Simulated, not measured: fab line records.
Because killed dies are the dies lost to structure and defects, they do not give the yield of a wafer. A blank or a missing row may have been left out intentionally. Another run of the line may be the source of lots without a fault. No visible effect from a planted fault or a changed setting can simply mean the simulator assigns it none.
Which tool was responsible? | flow n5-finfet | 24 lots with 72 wafers sampled at 2 steps, on a route of 1938 steps

WHAT EACH GAUGE READ, for each wafer
N5_BEOL_M3_CD_MEAS_35: target cd 18 nm, target cd y 21 nm.
lot  | measured     | on        | cd-nm (nm)
L074 | day 8 06:35  | cd-sem-03 | 18.5 18.3 17.7
L075 | day 8 10:10  | cd-sem-01 | 17.2 18.3 18.6
L078 | day 8 13:34  | cd-sem-01 | 17.8 18.0 18.7
L076 | day 8 13:37  | cd-sem-02 | 18.0 18.4 18.4
L077 | day 8 16:15  | cd-sem-03 | 18.3 18.8 18.1
L080 | day 8 16:17  | cd-sem-02 | 17.3 16.9 17.5
L079 | day 8 16:28  | cd-sem-01 | 17.6 17.6 17.5
L081 | day 8 20:02  | cd-sem-02 | 17.7 17.7 18.0
L082 | day 9 15:41  | cd-sem-03 | 17.1 17.6 17.8
L083 | day 9 15:33  | cd-sem-01 | 17.4 18.2 18.6
L084 | day 10 03:06 | cd-sem-03 | 18.0 17.1 17.5
L085 | day 10 15:26 | cd-sem-01 | 18.5 17.8 18.2
L086 | day 10 19:17 | cd-sem-03 | 18.6 18.2 18.6
L088 | day 11 01:56 | cd-sem-03 | 17.8 18.0 18.2
L087 | day 11 12:45 | cd-sem-02 | 17.7 17.7 17.9
L089 | day 11 12:52 | cd-sem-03 | 17.9 18.2 17.8
L090 | day 11 19:31 | cd-sem-02 | 17.9 18.1 18.0
L092 | day 11 12:44 | cd-sem-01 | 17.8 17.7 18.1
L091 | day 11 20:01 | cd-sem-01 | 18.3 17.7 18.1
L093 | day 12 03:15 | cd-sem-01 | 17.9 17.6 17.8
L094 | day 12 04:08 | cd-sem-01 | 18.2 17.8 17.4
L096 | day 12 22:36 | cd-sem-03 | 18.1 18.3 18.3
L095 | day 13 09:12 | cd-sem-03 | 18.6 17.7 18.1
L097 | day 13 17:54 | cd-sem-01 | 18.3 17.6 18.5

TOOL THAT RAN EACH LOT (tool first, then ch and the chambers of the sampled wafers, then the start)
lot  | N5_BEOL_M3_ETCH_69
L074 | rie-diel-04 ch 0,1, day 8 04:41
L075 | rie-diel-02 ch 0,1, day 8 09:12
L078 | rie-diel-05 ch 0,1,3, day 8 09:25
L076 | rie-diel-04 ch 0,2, day 8 09:41
L077 | rie-diel-04 ch 0,2,3, day 8 14:40
L080 | rie-diel-04 ch 1,2, day 8 14:57
L079 | rie-diel-02 ch 1,2, day 8 15:13
L081 | rie-diel-05 ch 0,1,3, day 8 15:52
L082 | rie-diel-05 ch 0,3, day 9 03:36
L083 | rie-diel-02 ch 0,1,3, day 9 09:07
L084 | rie-diel-05 ch 0,1,3, day 9 20:44
L085 | rie-diel-05 ch 0,1, day 10 07:34
L086 | rie-diel-04 ch 1,2, day 10 13:22
L088 | rie-diel-02 ch 0,1,2, day 11 00:50
L087 | rie-diel-05 ch 1,2, day 11 04:09
L089 | rie-diel-04 ch 1,3, day 11 04:47
L090 | rie-diel-05 ch 0,2, day 11 07:19
L092 | rie-diel-04 ch 0,2,3, day 11 08:23
L091 | rie-diel-02 ch 0,1, day 11 10:50
L093 | rie-diel-02 ch 0,1, day 11 20:52
L094 | rie-diel-04 ch 0,2,3, day 12 00:50
L096 | rie-diel-04 ch 1,2,3, day 12 10:43
L095 | rie-diel-04 ch 0,1,3, day 13 00:29
L097 | rie-diel-05 ch 0,1,3, day 13 11:05
- N5_BEOL_M3_ETCH_69: etches SiARC in CF4, target depth 15.6 nm, time 26 s.

WHAT THE TOOLS THEMSELVES READ (means of the sampled wafers that have a number; where no wafer has one, the mark that the record gives instead)
N5_BEOL_M3_ETCH_69.
lot  | tool        | bias-w (W) | drypump-motor-current-A (A) | etch-rf-on-time-s (s) | oes-product-au (a.u.) | rf-vpp-V (V) | showerhead-plenum-p-Torr (Torr) | throttle-valve-pct (%)
L074 | rie-diel-04 | 36.07      | 5.9                         | 25.7                  | 0.66                  | 183.6        | 2.13                            | 15.7
L075 | rie-diel-02 | 36.02      | 6.0                         | 27.3                  | 0.62                  | 183.6        | 2.17                            | 15.8
L078 | rie-diel-05 | 36.09      | 5.8                         | 26.4                  | 0.60                  | 183.3        | 2.14                            | 15.8
L076 | rie-diel-04 | 35.93      | 5.0                         | 25.5                  | 0.74                  | 185.1        | 2.20                            | 15.3
L077 | rie-diel-04 | 36.08      | 5.1                         | 26.1                  | 0.76                  | 184.8        | 2.20                            | 15.2
L080 | rie-diel-04 | 35.98      | 5.8                         | 25.3                  | 0.63                  | 182.3        | 2.09                            | 15.8
L079 | rie-diel-02 | 35.89      | 5.8                         | 26.6                  | 0.61                  | 185.1        | 2.19                            | 15.9
L081 | rie-diel-05 | 36.03      | 5.8                         | 26.3                  | 0.60                  | 184.4        | 2.14                            | 15.8
L082 | rie-diel-05 | 35.92      | 6.1                         | 26.1                  | 0.61                  | 184.4        | 2.17                            | 15.9
L083 | rie-diel-02 | 36.07      | 5.8                         | 27.2                  | 0.65                  | 184.3        | 2.20                            | 15.7
L084 | rie-diel-05 | 36.00      | 5.7                         | 26.9                  | 0.58                  | 183.9        | 2.14                            | 15.9
L085 | rie-diel-05 | 35.97      | 5.8                         | 27.1                  | 0.59                  | 184.5        | 2.14                            | 15.8
L086 | rie-diel-04 | 36.01      | 5.3                         | 25.4                  | 0.65                  | 184.0        | 2.12                            | 15.7
L088 | rie-diel-02 | 35.99      | 5.8                         | 26.3                  | 0.68                  | 183.6        | 2.15                            | 15.8
L087 | rie-diel-05 | 36.10      | 5.6                         | 26.7                  | 0.64                  | 183.1        | 2.09                            | 15.5
L089 | rie-diel-04 | 36.08      | 5.4                         | 26.1                  | 0.68                  | 183.8        | 2.13                            | 15.4
L090 | rie-diel-05 | 35.99      | 6.3                         | 26.3                  | 0.65                  | 183.9        | 2.16                            | 15.7
L092 | rie-diel-04 | 36.09      | 5.1                         | 26.1                  | 0.72                  | 185.0        | 2.19                            | 15.2
L091 | rie-diel-02 | 36.03      | 5.9                         | 27.1                  | 0.60                  | 184.7        | 2.18                            | 15.9
L093 | rie-diel-02 | 35.99      | 6.0                         | 26.8                  | 0.60                  | 185.0        | 2.16                            | 15.9
L094 | rie-diel-04 | 35.98      | 5.1                         | 26.0                  | 0.72                  | 184.9        | 2.19                            | 15.3
L096 | rie-diel-04 | 35.95      | 5.4                         | 25.9                  | 0.75                  | 184.9        | 2.21                            | 15.5
L095 | rie-diel-04 | 35.97      | 5.5                         | 26.5                  | 0.76                  | 185.3        | 2.24                            | 15.3
L097 | rie-diel-05 | 35.95      | 5.7                         | 26.9                  | 0.64                  | 184.1        | 2.13                            | 15.7

THE ANSWER, worked out from the rows above alone
Rule: the usual values come from the lots themselves. Put in order of their means at a reading, lots are off if they are a third of the lots or fewer, leave a main group of 4 or more, and stand apart from it by a gap of 3 or more times the standard deviation of the main group's means; of several such gaps the widest counts. If all means in a main group match to the digits the tables above print for the reading, that group is not used. Also off: a lot with no number at a reading for which 4 or more lots have one. The other lots that the step has rows for count as sound. The gauges are gone through in route order, then the tools' own readings, and for those a lot's mean is taken as printed above. At the first step where some lot is off, the reading lying furthest off is the one used; lots without a number count as furthest.
None of the lots is off at any reading shown; this tells nothing.

WHAT THE SIMULATOR PUT IN
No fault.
